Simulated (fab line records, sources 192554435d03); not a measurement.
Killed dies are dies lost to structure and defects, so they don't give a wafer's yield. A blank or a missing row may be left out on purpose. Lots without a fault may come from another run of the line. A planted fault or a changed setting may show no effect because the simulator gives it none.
Split-lot experiment | flow n5_finfet | 7 lots, 21 wafers read, on a route of 1938 steps

THE SPLIT
At N5_BEOL_M13_ILD_DEP_00 (deposits SiOC from DEMS/O2, target thk 837.92 nm, time 166.4 s), the setting time_s was moved away from the recipe's 166.4 s on 9 of the 21 wafers read, by -14.8% to +14.6%. The other wafers ran this setting at the recipe's value.

The file shows no step between the split and the reading.

THE READING
M13_ILD_THK, in nm, at N5_BEOL_M13_THK_MEAS_01. Fault-free wafers of this fab line usually give 839 nm, standard deviation 9.9 nm.

wafer  | tool, chamber at the split | time_s as run, s | against the recipe | M13_ILD_THK, nm | against lot-mates on the recipe
L079.3 | pecvd-04, 1                | 152.1            | -8.6%              | 766             | -90
L079.5 | pecvd-04, 1                | 166.4            | recipe             | 856             | -
L079.6 | pecvd-04, 0                | 152.1            | -8.6%              | 786             | -70
L081.2 | pecvd-04, 1                | 156.9            | -5.7%              | 781             | -52
L081.4 | pecvd-04, 1                | 166.4            | recipe             | 840             | -
L081.6 | pecvd-04, 2                | 166.4            | recipe             | 827             | -
L090.1 | pecvd-03, 1                | 141.8            | -14.8%             | 717             | -126
L090.2 | pecvd-03, 2                | 166.4            | recipe             | 843             | -
L090.6 | pecvd-03, 1                | 141.8            | -14.8%             | 736             | -107
L087.2 | pecvd-02, 2                | 190.7            | +14.6%             | 939             | +104
L087.3 | pecvd-02, 1                | 166.4            | recipe             | 835             | -
L087.6 | pecvd-02, 0                | 190.7            | +14.6%             | 964             | +129
L091.1 | pecvd-02, 2                | 166.4            | recipe             | 818             | -
L091.4 | pecvd-02, 1                | 166.4            | recipe             | 841             | -
L091.5 | pecvd-02, 2                | 166.4            | recipe             | 826             | -
L097.3 | pecvd-02, 1                | 182.5            | +9.7%              | 911             | +60
L097.4 | pecvd-02, 0                | 166.4            | recipe             | 851             | -
L097.5 | pecvd-02, 2                | 182.5            | +9.7%              | 921             | +70
L096.3 | pecvd-04, 0                | 166.4            | recipe             | 826             | -
L096.5 | pecvd-04, 1                | 166.4            | recipe             | 849             | -
L096.6 | pecvd-04, 0                | 166.4            | recipe             | 842             | -

THE FIT
A straight line over all 21 wafers: M13_ILD_THK changes by +7.73 nm for each +1% of time_s; r = +0.98; the points scatter about the line by 11 nm.
The same after taking each lot's own level away (the mean of its wafers on the recipe; 21 wafers): +7.94 nm for each +1%; r = +0.99; scatter 9.9 nm.
On that fit, the largest move of time_s shifts the reading by 1.2e+02 nm.
The lots' own levels span 828.3 to 856.0 nm, that is 2.8 times the standard deviation above.
So the lot-to-lot level changes the slope little: the two slopes agree.
Check: with one of the wafers moved furthest among these (-14.8%) left out of the fit, the line predicts -118 nm for it against its lot-mates. It came out at -126 nm against them.

THE WHOLE CHAIN: every reading that the file lists as answering this split, in the file's order
step                    | what it does                                                   | reading                                                                             | change (the file's fit)              | r (the file's)
N5_BEOL_M13_ILD_DEP_00  | deposits SiOC from DEMS/O2, target thk 837.92 nm, time 166.4 s | SiOC_of_BEOL_M13_ILD_DEP_00.thk_nm (the simulator's own value, which no gauge read) | +8.01 nm for each +1% of the setting | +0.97
N5_BEOL_M13_THK_MEAS_01 |                                                                | M13_ILD_THK                                                                         | +8 for each +1% of the setting       | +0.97
N5_BEOL_M13_VIA_ETCH_16 | etches SiOC in C4F8/O2/Ar, target depth 921.7 nm               | etch.depth_nm (the simulator's own value, which no gauge read)                      | +8.02 nm for each +1% of the setting | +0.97
N5_BEOL_M13_VIA_ETCH_16 | etches SiOC in C4F8/O2/Ar, target depth 921.7 nm               | coat_of_BEOL_M13_COAT_04.thk_nm (the simulator's own value, which no gauge read)    | -2.69 nm for each +1% of the setting | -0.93
N5_BEOL_M13_STRIP_63    | strips in N2/H2                                                | strip_time_to_endpoint_s                                                            | withheld for each +1% of the setting | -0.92

THE FILE'S OWN FIT
M13_ILD_THK changes by +8 nm for each +1% of time_s, r = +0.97.
